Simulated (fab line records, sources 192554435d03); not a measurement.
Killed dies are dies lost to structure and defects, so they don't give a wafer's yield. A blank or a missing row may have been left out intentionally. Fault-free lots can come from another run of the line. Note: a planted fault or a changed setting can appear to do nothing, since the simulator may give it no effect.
fab line records	flow n5_finfet
[record] lots = 9	wafers = 27	last_day = 18
route steps=1938 shown HKMG_FIN@433 BEOL_M4@1111 PASSIVATION@1936
lots that met no fault: taken from a fault-free run of the same line
start_h: hours from the record's opening day to when the first of the lot's shown wafers began	wait_h: hours elapsed since this lot's preceding step	" same as the row above	L1.1+2: a row that stands for several wafers	- no value, or no start was given	* or withheld: withheld	< > ~ a bound
route shown NAME@n: a module of which the file shows steps, and the number in the route of the first	usual: the fault-free wafers' mean and standard deviation	same: alike in all rows	chamber/n: place in a boat	sites: the reading at each site	_std_site: how widely they spread, as a standard deviation	_edge_site: inner sites' mean taken away from outer sites' mean	radius_mm: for every site, how far away it sits from the centre of the wafer	mask NAME#n: copy n	behind: tool/chamber where the wafer was last shaped	hold: the reason the lot was held/the length of the hold in hours/how it ended	device: the n, p or np transistor that did not switch	end of line: tests run on the same wafers once the route is complete	a step without rows: its recipe alone	killed: dies that structure and defects cost at the first sort, which is not the same as the wafer's yield	map: a wafer's dies, x killed, . not, _ none there
set.NAME: the setting the step ran with; set.NAME@STEP: the setting that earlier step ran with	model.NAME: the simulator's own value behind a step, which no gauge read
steps of the route over a sample of lots; a table a step, a row a wafer
services: a tool's chamber out of use, with start hour (start_h, from the record's first day; less than 0 if before it), hours out, and reason
[[steps]]
[step N5_HKMG_FIN_DESCUM_17]
[recipe] chemistry = O2	time_s = 7.9	source_power_w = 50	bias_power_w = 20	pressure_mtorr = 20	rf_frequency_hz = 2.712e+07	temp_c = 40	resist = CAR-ArF	o2_flow_sccm = 225
[usual] drypump_motor_current_A = 5.8/0.43	oes_product_au = 0.76/0.06	rf_vpp_V = 242.9/0.91	showerhead_plenum_p_Torr = 2.07/0.03	throttle_valve_pct = 20.48/0.23
lot.wafer	tool	chamber	start_h	wait_h	drypump_motor_current_A	oes_product_au	rf_hours_counter_h	rf_vpp_V	showerhead_plenum_p_Torr	throttle_valve_pct
L103.3	rie_diel-02	0	86.06	0.1	5.6	0.81	81	243.3	2.04	20.40
L103.4	"	3	"	"	6.1	0.80	86	243.6	2.12	20.27
L103.6	"	2	"	"	5.9	0.76	-	244.1	2.09	20.75
L107.1	rie_diel-02	1	113.46	0.0	6.1	0.74	139	242.1	2.10	20.24
L107.4	"	0	"	"	5.6	0.80	91	242.2	2.03	20.45
L107.5	"	2	"	"	5.9	0.75	-	243.9	2.09	20.76
L108.3	rie_diel-02	2	120.95	0.0	5.9	0.75	152	242.6	2.08	20.75
L108.5	"	1	"	"	6.1	0.74	-	243.6	2.10	20.23
L108.6	"	2	"	"	5.9	0.75	-	242.0	2.08	20.78
L109.1	rie_diel-05	2	123.55	0.2	5.2	0.74	152	242.0	2.00	20.45
L109.3	"	0	"	"	5.1	0.69	216	242.0	2.08	20.44
L109.5	"	3	"	"	5.8	0.72	-	243.4	2.08	20.83
L114.2	rie_diel-02	2	158.01	0.1	5.9	0.73	164	242.3	2.08	20.78
L114.3	"	0	"	"	5.6	0.79	105	241.7	2.03	20.46
L114.6	"	0	"	"	5.7	0.79	-	240.3	2.03	20.45
L115.2	rie_diel-01	0	159.25	0.0	6.6	0.88	40	241.1	2.05	20.01
L115.4	"	1	"	"	5.7	0.69	229	243.1	2.07	20.56
L115.6	"	0	"	"	6.5	0.88	-	242.3	2.05	20.02
L118.1	rie_diel-01	0	179.38	0.5	6.5	0.87	47	241.8	2.04	20.02
L118.4	"	1	"	"	5.7	0.68	235	242.6	2.07	20.57
L118.6	"	0	"	"	6.5	0.86	-	241.7	2.04	20.02
L120.1	rie_diel-02	1	189.26	0.0	6.1	0.71	166	243.0	2.09	20.26
L120.3	"	0	"	"	5.6	0.78	116	242.5	2.02	20.48
L120.4	"	2	"	"	6.0	0.73	175	243.1	2.08	20.80
L124.1	rie_diel-01	2	212.67	0.1	5.7	0.93	20	242.7	2.05	20.45
L124.2	"	1	"	"	5.7	0.67	248	242.5	2.06	20.57
L124.4	"	3	"	"	4.8	0.72	-	243.1	2.07	20.60
[step N5_HKMG_FIN_ETCH_86]
[recipe] chemistry = N2/H2	target = SOC	target_depth_a = 3932	stop_on = TiN	ion_energy_ev = 100	bias_w = 61	pressure_mtorr = 30	source_w = 850	n2_flow_sccm = 200	h2_flow_sccm = 200
[usual] bias_w = 61.00/0.18	chamber_pressure_mTorr = 30.000/0.027	drypump_motor_current_A = 5.7/0.47	oes_product_au = 0.75/0.074	rf_vpp_V = 240.3/0.96	showerhead_plenum_p_Torr = 2.51/0.037	throttle_valve_pct = 17.86/0.24
lot.wafer	tool	chamber	start_h	wait_h	bias_w	chamber_pressure_mTorr	drypump_motor_current_A	oes_product_au	rf_hours_counter_h	rf_vpp_V	showerhead_plenum_p_Torr	throttle_valve_pct
L103.3	rie_diel-01	0	87.38	-	60.90	29.974	6.5	0.93	12	240.4	2.51	17.33
L103.4	"	3	"	"	61.22	29.980	4.8	0.76	160	240.3	2.54	18.01
L103.6	"	1	"	"	61.28	30.003	5.7	0.69	-	239.6	2.52	17.93
L107.1	rie_diel-02	1	114.78	-	-	-	-	-	-	-	-	-
L107.4	"	3	"	"	-	-	-	-	-	-	-	-
L107.5	"	1	"	"	-	-	-	-	-	-	-	-
L108.3	rie_diel-01	0	122.27	-	-	-	-	-	-	-	-	-
L108.5	"	2	"	"	-	-	-	-	-	-	-	-
L108.6	"	3	"	"	-	-	-	-	-	-	-	-
L109.1	rie_diel-02	0	125.10	-	-	-	-	-	-	-	-	-
L109.3	"	1	"	"	-	-	-	-	-	-	-	-
L109.5	"	2	"	"	-	-	-	-	-	-	-	-
L114.2	rie_diel-02	3	159.40	-	61.00	29.983	6.1	0.77	110	241.8	2.56	17.69
L114.3	"	2	"	"	60.84	29.987	5.9	0.74	164	241.3	2.54	18.24
L114.6	"	0	"	"	61.04	30.001	5.6	0.77	-	239.0	2.45	17.73
L115.2	rie_diel-01	1	160.69	-	60.70	30.036	5.7	0.69	229	240.5	2.51	17.97
L115.4	"	3	"	"	60.93	30.024	4.8	0.73	189	240.7	2.52	18.07
L115.6	"	3	"	"	61.05	30.015	4.8	0.74	-	240.3	2.53	18.05
L118.1	rie_diel-01	2	180.77	-	60.59	30.080	5.7	0.94	8	240.4	2.50	17.74
L118.4	"	1	"	"	61.18	30.022	5.8	0.68	236	241.1	2.51	18.00
L118.6	"	3	"	"	61.08	30.013	4.8	0.73	-	240.7	2.52	18.09
L120.1	rie_diel-02	2	190.58	-	60.71	29.961	6.0	0.73	176	240.4	2.53	18.25
L120.3	"	3	"	"	61.00	29.994	6.1	0.76	121	240.8	2.56	17.70
L120.4	"	1	"	"	61.19	30.020	6.1	0.71	167	240.2	2.55	17.70
L124.1	rie_diel-01	1	213.99	-	60.90	30.031	5.8	0.67	249	240.7	2.50	17.99
L124.2	"	2	"	"	61.08	30.001	5.7	0.91	21	240.0	2.49	17.75
L124.4	"	3	"	"	61.13	30.028	4.8	0.72	-	240.5	2.52	18.11
[step N5_HKMG_FIN_ETCHBACK_68]
[recipe] chemistry = Cl2/Ar	stop_on = HfO2	target_depth_a = 5	pressure_mtorr = 10	icp_w = 600	bias_w = 60	Cl2_flow_sccm = 40	Ar_flow_sccm = 60
[usual] drypump_motor_current_A = 5.2/0.38	mfc_ar_sccm = 59.99/0.2	oes_product_au = 0.81/0.11	throttle_valve_pct = 20.77/0.16
lot.wafer	tool	chamber	start_h	wait_h	drypump_motor_current_A	mfc_ar_sccm	oes_product_au	rf_hours_counter_h	throttle_valve_pct
L103.3	rie_metal-01	1	88.71	0.1	4.8	59.96	0.90	-	20.73
L103.4	"	0	"	"	5.4	60.10	0.96	-	20.51
L103.6	"	1	"	"	4.9	60.00	0.90	-	20.74
L107.1	rie_metal-02	0	116.07	0.0	5.9	59.81	0.80	37	20.63
L107.4	"	1	"	"	5.3	59.77	0.68	-	21.03
L107.5	"	1	"	"	5.3	59.80	0.69	-	21.01
L108.3	rie_metal-02	1	123.77	0.1	5.3	60.20	0.69	-	21.02
L108.5	"	0	"	"	5.9	60.32	0.80	-	20.62
L108.6	"	1	"	"	5.4	60.10	0.69	-	21.00
L109.1	rie_metal-02	0	126.40	0.0	5.9	59.65	0.79	37	20.63
L109.3	"	1	"	"	5.3	60.16	0.68	-	21.02
L109.5	"	0	"	"	5.9	59.97	0.80	-	20.64
L114.2	rie_metal-03	0	160.78	0.0	4.9	59.99	0.77	39	20.87
L114.3	"	0	"	"	4.9	59.87	0.76	-	20.87
L114.6	"	1	"	"	5.6	59.92	0.59	-	20.99
L115.2	rie_metal-01	0	161.99	0.0	5.4	59.93	0.90	6	20.55
L115.4	"	0	"	"	5.4	60.09	0.91	-	20.54
L115.6	"	0	"	"	5.4	60.15	0.90	-	20.54
L118.1	rie_metal-01	1	182.17	0.0	4.8	59.42	0.86	17	20.76
L118.4	"	1	"	"	4.8	59.99	0.86	-	20.75
L118.6	"	1	"	"	4.8	59.88	0.86	-	20.77
L120.1	rie_metal-03	0	191.94	0.0	4.9	60.21	0.75	43	20.88
L120.3	"	0	"	"	4.9	60.22	0.75	-	20.89
L120.4	"	1	"	"	5.7	60.27	0.98	-	20.68
L124.1	rie_metal-01	1	215.28	0.0	4.9	60.13	0.84	21	20.78
L124.2	"	0	"	"	5.4	60.08	0.88	10	20.53
L124.4	"	0	"	"	5.4	59.86	0.88	-	20.54
[step N5_HKMG_FIN_ALD_72]
[recipe] material = W	target_thk_a = 20	temp_c = 300	pressure_torr = 7.5	ald_precursor_family = WF6	ald_co_reactant = B2H6	pulse_time_s = 1	purge_time_s = 2	co_reactant_purge_time_s = 2	co_reactant_pulse_time_s = 3	ald_cycles = 7
[usual] heater_power_w = 456/59	precursor_pulse_height_rel = 0.998/0.021
lot.wafer	tool	chamber	start_h	wait_h	heater_power_w	precursor_pulse_height_rel
L103.3	cvd_w-01	1	89.58	0.2	514	1.021
L103.4	"	0	"	"	407	1.009
L103.6	"	1	"	"	516	0.976
L107.1	cvd_w-01	0	116.96	0.2	404	0.998
L107.4	"	0	"	"	399	1.004
L107.5	"	0	"	"	397	0.949
L108.3	cvd_w-01	1	124.64	0.2	513	0.987
L108.5	"	0	"	"	402	1.031
L108.6	"	1	"	"	521	0.964
L109.1	cvd_w-01	1	127.29	0.2	525	1.038
L109.3	"	0	"	"	407	0.969
L109.5	"	1	"	"	530	0.992
L114.2	cvd_w-01	1	161.67	0.2	522	0.982
L114.3	"	0	"	"	405	1.020
L114.6	"	0	"	"	400	0.998
L115.2	cvd_w-02	1	162.88	0.2	387	0.988
L115.4	"	0	"	"	520	0.985
L115.6	"	1	"	"	386	1.016
L118.1	cvd_w-02	1	183.17	0.2	396	0.993
L118.4	"	0	"	"	512	1.005
L118.6	"	0	"	"	505	1.047
L120.1	cvd_w-02	1	192.82	0.2	399	0.987
L120.3	"	1	"	"	393	1.004
L120.4	"	0	"	"	512	0.999
L124.1	cvd_w-01	1	216.17	0.2	521	0.992
L124.2	"	0	"	"	412	0.990
L124.4	"	1	"	"	523	0.964
[step N5_BEOL_M4_RC_MEAS_101]
[usual] DIBL_N = 36.5/1.4	DIBL_P = 36.5/1.6	IOFF_N = 0.163/0.022	IOFF_P = 0.219/0.029	ION_N = 675/8.3	ION_P = 464/6.2	SS_N = 71.5/0.52	SS_P = 73.4/0.57	VT_N = 249.7/2.6	VT_P = -250/3
lot.wafer	tool	chamber	start_h	wait_h	DIBL_N[mV/V]	DIBL_P[mV/V]	IOFF_N[nA/um]	IOFF_P[nA/um]	ION_N[uA/um]	ION_P[uA/um]	SS_N[mV/dec]	SS_P[mV/dec]	VT_N[mV]	VT_P[mV]
L103.3	prober-01	0	183.48	0.3	37.4	38.1	0.189	0.216	673	455	72.7	73.7	247.7	-251
L103.4	"	0	"	"	34.2	34.8	0.134	0.174	666	453	71.4	73.3	251.4	-255
L103.6	"	0	"	"	36.5	38.0	0.174	0.213	676	461	72.3	73.4	250.6	-251
L114.2	prober-01	0	246.60	0.2	34.8	35.5	0.147	0.234	664	466	71.8	73.1	249.3	-247
L114.3	"	0	"	"	35.3	36.7	0.165	0.258	683	474	72.0	73.3	247.6	-245
L114.6	"	0	"	"	36.8	38.5	0.186	0.295	668	473	73.2	73.8	245.2	-242
L115.2	prober-02	0	258.71	0.2	34.4	35.2	0.136	0.204	666	464	71.6	73.7	253.6	-250
L115.4	"	0	"	"	35.7	37.0	0.159	0.217	682	461	71.2	73.5	253.2	-250
L115.6	"	0	"	"	35.8	36.9	0.158	0.223	670	466	71.7	73.5	249.6	-249
L118.1	prober-02	0	271.91	0.0	37.0	38.0	0.185	0.256	686	470	71.1	73.8	248.4	-249
L118.4	"	0	"	"	37.5	37.7	0.187	0.247	677	460	72.3	73.7	250.2	-247
L118.6	"	0	"	"	37.3	37.9	0.180	0.249	680	467	71.8	73.4	248.8	-246
L120.1	prober-02	0	285.77	0.0	37.2	37.0	0.176	0.219	682	461	71.7	73.5	249.3	-250
L120.3	"	0	"	"	37.7	38.1	0.195	0.232	694	469	71.5	73.2	247.1	-251
L120.4	"	0	"	"	38.3	38.3	0.203	0.244	682	465	71.7	73.7	246.3	-250
L124.1	prober-02	0	316.72	0.0	36.6	35.7	0.149	0.218	661	460	71.8	73.4	251.6	-250
L124.2	"	0	"	"	37.2	36.7	0.164	0.243	665	458	72.8	73.9	250.0	-248
L124.4	"	0	"	"	34.9	33.8	0.132	0.196	667	467	71.7	72.7	254.0	-251
[step N5_PASSIVATION_PROBE_49]
[usual] defect_limited_yield = 91.2/1.6	killed_at_M0_to_M3 = 33/11	killed_at_M4_up = 15/6.2	killed_at_contacts = 15/7.1	killed_at_front_end = 38/12	killed_at_other = 4/3.5	killed_dies = 104/19	killed_on_rim = 14/4	killed_open = 69/14	killed_short = 34/8.5	sort_bin_5_function = 5.2/0.99	sort_bin_6_memory = 3.3/0.77	sort_n_pass = 1076/19	sort_yield_pct = 91.2/1.6
[same] gross_dies = 1180	killed_at_back_side = 0	sort_bin_4_leakage[%] = 0	sort_bin_8_speed[%] = 0
lot.wafer	tool	chamber	start_h	wait_h	defect_limited_yield[%]	killed_at_M0_to_M3	killed_at_M4_up	killed_at_contacts	killed_at_front_end	killed_at_other	killed_dies	killed_on_rim	killed_open	killed_short	sort_bin_5_function[%]	sort_bin_6_memory[%]	sort_n_pass	sort_yield_pct[%]
L107.1	prober-02	-	309.11	0.0	0	50	23	6	1100	1	1180	152	67	30	96.5	3.1	0	0
L107.4	prober-02	-	309.26	0.2	0	17	6	5	1151	1	1180	152	37	19	98.1	1.9	0	0
L107.5	prober-02	-	309.31	0.2	0	39	4	0	1136	1	1180	152	50	25	97.1	2.6	0	0
L108.3	prober-01	-	316.00	0.1	0	38	16	6	1120	0	1180	152	60	22	97.5	2.5	0	0
L108.5	prober-01	-	316.10	0.2	0	21	12	17	1130	0	1180	152	53	31	97.0	2.6	0	0
L108.6	prober-01	-	316.15	0.3	0	10	13	6	1149	2	1180	152	39	27	98.1	1.9	0	0
L109.1	prober-02	-	320.98	0.0	0	38	19	9	1110	4	1180	152	66	40	96.0	3.6	0	0
L109.3	prober-02	-	321.08	0.1	0	33	13	13	1119	2	1180	152	63	34	97.1	2.5	0	0
L109.5	prober-02	-	321.18	0.2	0	28	15	11	1120	6	1180	152	46	35	97.0	2.9	0	0
// killed by level:class
L107.1 HKMG_FIN:area_etch=1083 BEOL_M0_SAQP:geometric_particle:open=13 BEOL_M1:geometric_particle:open=12 BEOL_M0_SAQP:geometric_particle:short=10 FIN_SAQP:geometric_particle:open=5 BEOL_M1:geometric_particle:short=5 BEOL_M4:geometric_particle:open=5 BEOL_M8:geometric_particle:open=5
L107.4 HKMG_FIN:area_etch=1124 GATE_CUT:geometric_particle:short=6 BEOL_M3:geometric_particle:open=5 FIN_SAQP:geometric_particle:open=4 GATE_CUT:geometric_particle:open=4 MOL_CONTACT_COAG:geometric_particle:open=4 BEOL_M0:geometric_particle:open=4 BEOL_M0_SAQP:geometric_particle:open=3
L107.5 HKMG_FIN:area_etch=1105 BEOL_M1:geometric_particle:open=9 BEOL_M3:geometric_particle:open=9 FIN_SAQP:geometric_particle:open=7 SPACER0:geometric_particle:open=5 BEOL_M2:geometric_particle:open=5 BEOL_M2:geometric_particle:short=5 SPACER0:geometric_particle:short=4
L108.3 HKMG_FIN:area_etch=1096 BEOL_M1:geometric_particle:open=10 BEOL_M0_SAQP:geometric_particle:open=8 BEOL_M2:geometric_particle:open=7 MOL_CONTACT_COAG:geometric_particle:open=6 BEOL_M0_SAQP:geometric_particle:short=5 GATE_CUT:geometric_particle:open=4 FIN_SAQP:geometric_particle:open=3
L108.5 HKMG_FIN:area_etch=1093 MOL_CONTACT_COAG:geometric_particle:open=13 STARTING-WAFER:geometric_particle:open=7 FIN_SAQP:geometric_particle:open=6 GATE_CUT:geometric_particle:short=6 STARTING-WAFER:geometric_particle:short=5 GATE_CUT:geometric_particle:open=4 MOL_CONTACT_COAG:geometric_particle:short=4
L108.6 HKMG_FIN:area_etch=1112 STI_FIN_REVEAL:geometric_particle:open=9 FIN_SAQP:geometric_particle:short=7 MOL_CONTACT_COAG:geometric_particle:open=5 BEOL_M4:geometric_particle:short=5 GATE_CUT:geometric_particle:short=4 GATE_CUT:geometric_particle:open=4 BEOL_M0_SAQP:geometric_particle:short=4
L109.1 HKMG_FIN:area_etch=1074 FIN_SAQP:geometric_particle:open=9 BEOL_M0_SAQP:geometric_particle:open=8 BEOL_M3:geometric_particle:short=8 STI_FIN_REVEAL:geometric_particle:open=7 MOL_CONTACT_COAG:geometric_particle:open=7 BEOL_M2:geometric_particle:open=7 BEOL_M1:geometric_particle:open=6
L109.3 HKMG_FIN:area_etch=1082 BEOL_M2:geometric_particle:open=14 MOL_CONTACT_COAG:geometric_particle:open=10 STI_FIN_REVEAL:geometric_particle:open=6 GATE_CUT:geometric_particle:short=5 BEOL_M2:geometric_particle:short=5 FIN_SAQP:geometric_particle:short=4 DUMMY_GATE:geometric_particle:open=4
L109.5 HKMG_FIN:area_etch=1098 MOL_CONTACT_COAG:geometric_particle:open=9 GATE_CUT:geometric_particle:short=8 BEOL_M2:geometric_particle:open=6 BEOL_M0_SAQP:geometric_particle:short=5 BEOL_M1:geometric_particle:open=5 BEOL_M5:geometric_particle:open=5 STARTING-WAFER:geometric_particle:short=3
[[services]]
tool	chamber	start_h	hours	kind
rie_diel-05	0	62.35	5.0	repair
rie_diel-01	1	88.68	15.3	repair
rie_metal-01	0	95.81	3.2	repair
cvd_w-01	-	124.92	1.7	repair
rie_diel-01	1	126.77	8.7	repair
rie_diel-01	2	136.93	-	clean
rie_diel-01	2	136.93	-	consumable_replace:focus_ring
rie_diel-01	2	136.93	22.3	scheduled_down
rie_diel-01	2	136.93	22.3	vent_cycle
rie_diel-05	0	141.50	9.7	repair
rie_diel-05	1	163.92	15.8	repair
rie_metal-03	1	168.30	-	clean
rie_metal-03	1	168.30	19.2	scheduled_down
rie_metal-03	1	168.30	19.2	vent_cycle
rie_metal-01	0	169.44	23.2	repair
rie_diel-05	1	184.07	-	clean
rie_diel-05	1	184.07	-	consumable_replace:focus_ring
rie_diel-05	1	184.07	21.9	scheduled_down
rie_diel-05	1	184.07	21.9	vent_cycle
rie_diel-01	0	205.00	10.7	repair
[[key]]
[first_sign] step = N5_HKMG_FIN_ETCH_86	reading = tool_record	direction = missing
[effect] step = N5_PASSIVATION_PROBE_49	reading = sort_bin_5_function	direction = up	sigmas = 93	usual = 5.2	struck = 97.2
[more_kills_born_at] N5_HKMG_FIN_ETCH_86@rie_diel-02 = 6560	N5_HKMG_FIN_ETCH_86@rie_diel-01 = 3301
met_at N5_HKMG_FIN_ETCH_86
struck_lots L107,L108,L109
later_rows_left_out L107.1,L107.4,L107.5,L108.3,L108.5,L108.6,L109.1,L109.3,L109.5
not_acting_at N5_HKMG_FIN_DESCUM_17,N5_HKMG_FIN_ETCHBACK_68,N5_HKMG_FIN_ALD_72
onset_between 87.38 114.78
[fault] kind = skipped_step_whole	tool = rie_diel-01,rie_diel-02	chamber = -	onset_h = 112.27	steps = N5_HKMG_FIN_ETCH_86	scope = struck_lots_only
// later_rows_left_out: the simulator's readings of these wafers behind a module that went badly wrong aren't trusted and aren't shown, but for the sort
